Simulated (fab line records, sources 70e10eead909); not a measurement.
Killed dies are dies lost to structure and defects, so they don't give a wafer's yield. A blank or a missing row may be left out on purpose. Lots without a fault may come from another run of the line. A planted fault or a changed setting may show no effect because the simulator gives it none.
Problem report in the 8D (eight disciplines) form, filled by code | flow nand_harc | the parts of the form that need people (team, actions taken, sign-off) are left out

1. THE PROBLEM
heater_power_total_W at NHARC_A_M0_SOFTBAKE_04 reads a mean of 195.81 W on 6 wafers of 2 lots; wafers without a fault read 188.46 W with a standard deviation of 0.15. That is +49 standard deviations from the usual mean.
The step: time 55 s.
First seen on wafer L364.3, day 18 22:00, on litho_track-06. The record holds 33 wafers of 11 lots with a number at this step. Rule for "out", or "out of limits": more than 4 standard deviations from the usual mean. The other wafers with a number count as sound.

2. WHAT IT IS AND WHAT IT IS NOT
question                    | is                     | is not
which readings at this step | heater_power_total_W   | resist_line_temp_C
which lots                  | L364, L368             | L361, L365, L374, L376, L378, L379, L380, L381, L382
which wafers of those lots  | all that have a number | -
read on which tools         | litho_track-06         | litho_track-01, litho_track-04
when                        | from day 18 22:00      | up to then (6 sound wafers); but 21 sound wafers of L374, L376, L378, L379, L380, L381, L382 came after

3. SUSPECTS, AND WHAT RULES EACH OUT
Counting: a tool at a process step up to the reading stays a suspect if it ran every lot that is out and no sound lot after the first of them.
- litho_track-06 at NHARC_A_M0_SOFTBAKE_04 (time 55 s): ruled out as a lasting fault. Sound lots L376, L379, L382 ran on it after its first lot that is out, L364 (day 18 22:00).
Left after counting: nothing in the record.

4. THE CAUSE (what the simulator had put in)
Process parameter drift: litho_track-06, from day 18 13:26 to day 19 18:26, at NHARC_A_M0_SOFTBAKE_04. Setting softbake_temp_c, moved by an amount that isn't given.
Counting ruled it out, wrongly.

5. THE CHAIN OF EFFECTS, in route order
Each row: a reading whose mean over the struck wafers that have a number lies more than 3 standard deviations from the usual. Only readings for which the record gives a usual standard deviation are gone through. hours: the time from each lot's start at the first step in this table that gives one to its start at this step, as a median over the lots. sigmas: the change in usual standard deviations.
hours | step                   | reading              | usual    | on struck wafers | change | sigmas
0     | NHARC_A_M0_SOFTBAKE_04 | heater_power_total_W | 188.46 W | 195.81           | +7.34  | +49
The process steps in it:
- NHARC_A_M0_SOFTBAKE_04: time 55 s.
Later measuring or inspecting steps at which every struck wafer that the step has a row for has a number for every such reading, and none has moved that far: NHARC_A_M0_INSPECT_11.

6. WHAT WOULD HAVE CAUGHT IT SOONER
In this record the first reading out of limits was taken at day 18 22:00, 9 hours after the fault began at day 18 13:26.
